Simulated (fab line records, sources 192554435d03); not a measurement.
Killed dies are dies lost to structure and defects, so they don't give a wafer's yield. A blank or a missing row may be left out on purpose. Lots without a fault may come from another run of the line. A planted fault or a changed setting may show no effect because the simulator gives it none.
A struck lot beside a sound one | flow n5_finfet | 36 steps out of a route of 1938
Sound: wafers L383.1, L383.3, L383.4. Struck: wafers L397.1, L397.4, L397.6. The cause comes at the end.
At each step with rows: each side's tool, then ch and its chambers, then its first start. Under that, the readings that differ: sound wafers | struck wafers | difference of the means | sigmas: that difference in standard deviations of wafers without a fault.
alike: readings whose means differ by less than 2 such deviations, and words and numbers that are the same on both sides. not compared: withheld readings, readings that some wafer has no value for, bounds like >300 that may hide the same value, and numbers for which the record gives no deviation and whose values overlap.
The two part at a step that has a row with sigmas, a row that says differs or no value, or rows on one side only. Numbers that don't overlap but have no deviation are shown without sigmas and don't part them. A reading that every wafer of one side lacks parts them only if that side has two wafers or more.

first, 9 steps without rows for these wafers: N5_BEOL_M8_SURFACE_TREAT_79; N5_BEOL_M8_CVD_78 (deposits Co from CCTBA/H2, target thk 2 nm, time 142.3 s); N5_BEOL_M8_SPUTTER_48 (material Cu, target thk 10 nm, time 1.667 s); N5_BEOL_M8_ECD_50 (material Cu, target thk 300 nm); N5_BEOL_M8_ANNEAL_51 (time 90 s); N5_BEOL_M8_CMP_52 (polishes, stops on SiCOH lowk, t overpolish 6.9 s, target thk 80 nm); N5_BEOL_M8_PRE_CLEAN_55 (time 15 s); N5_BEOL_M8_DEP_56 (deposits SiCN from 3MS/NH3, target thk 10 nm, time 17.5 s); N5_BEOL_M9_ILD_DEP_00 (deposits SiCOH lowk from DEMS/porogen, target thk 308.51 nm, time 58 s).
N5_BEOL_M9_CURE_71: cures SiCOH lowk, time 240 s.
  sound on uv_cure-01 ch 1, day 9 14:40; struck on uv_cure-03 ch 2, day 13 02:40
  no value came back on the struck wafers for lamp_power_pct (%), run_length_s (s), wafer_temp_C_max; on the sound wafers lamp_power_pct (%) reads 52.28 52.42 52.35
  reading                                            | sound           | struck            | difference | sigmas
  model.SiCOH_lowk_of_BEOL_M9_ILD_DEP_00.thk_nm (nm) | 268.2 267 273.6 | 306.2 310.8 309.6 | +39.3      |
N5_BEOL_M9_THK_MEAS_01:
  sound on film_metro-01, day 9 15:11; struck on film_metro-01, day 13 03:10
  reading         | sound       | struck      | difference | sigmas
  M9_ILD_THK (nm) | 268 267 273 | 306 311 310 | +40        | +12
then, 24 steps without rows for these wafers: N5_BEOL_M9_PECVD_70 (deposits SiO2 from TEOS/O2, target thk 20 nm, time 22.7 s); N5_BEOL_M9_HM_DEP_02 (deposits TiN, target thk 20 nm); N5_BEOL_M9_COAT_59 (time 60 s, resist thk 100 nm); N5_BEOL_M9_COAT_60 (time 60 s, resist thk 30 nm); N5_BEOL_M9_COAT_05 (resist thk 90 nm); N5_BEOL_M9_EBR_07; N5_BEOL_M9_SOFTBAKE_06 (time 60 s); N5_BEOL_M9_EXPOSE_08 (exposes mask M9); N5_BEOL_M9_PEB_09 (peb time 60 s); N5_BEOL_M9_DEVELOP_10 (develop time 30 s); N5_BEOL_M9_DESCUM_16 (chemistry O2, time 7.9 s); N5_BEOL_M9_ETCH_61 (etches SiARC in CF4, target depth 39 nm, time 65 s); N5_BEOL_M9_ETCH_62 (etches SOC in N2/H2, target depth 110 nm, overetch 22 nm, time 165 s); N5_BEOL_M9_STRIP_68 (strips in N2/H2); N5_BEOL_M9_STRIP_67 (strips in CF4); N5_BEOL_M9_HM_OPEN_17 (chemistry Cl2/BCl3, target TiN, target depth 20 nm, overetch 6 nm); N5_BEOL_M9_STRIP_19 (strips in O2); N5_BEOL_M9_COAT_63 (time 60 s, resist thk 60 nm); N5_BEOL_M9_COAT_64 (time 60 s, resist thk 12 nm); N5_BEOL_M9_COAT_75 (time 60 s, resist thk 5 nm); N5_BEOL_M9_COAT_22 (resist thk 30 nm); N5_BEOL_M9_EBR_24; N5_BEOL_M9_SOFTBAKE_23 (time 60 s); N5_BEOL_M9_EXPOSE_25 (exposes mask V8).
N5_BEOL_M9_CMP_52: polishes, stops on SiCOH lowk, t overpolish 7 s, target thk 140 nm.
  sound on cmp-01 ch 0,1,3, day 9 23:52; struck on cmp-01 ch 0,1,2, day 13 10:56
  reading                                            | sound           | struck            | difference | sigmas
  model.SiCOH_lowk_of_BEOL_M9_ILD_DEP_00.thk_nm (nm) | 265.2 264 270.6 | 303.2 307.8 306.6 | +39.3      |
  alike: edge_zone_pressure_frac, head_pressure_psi, motor_current_A, platen_rpm

WHERE THEY PART
First at N5_BEOL_M9_CURE_71; last, within this record, at N5_BEOL_M9_THK_MEAS_01. Later steps at which nothing parts them and some readings are alike: N5_BEOL_M9_CMP_52.

WHY: what the simulator had put in
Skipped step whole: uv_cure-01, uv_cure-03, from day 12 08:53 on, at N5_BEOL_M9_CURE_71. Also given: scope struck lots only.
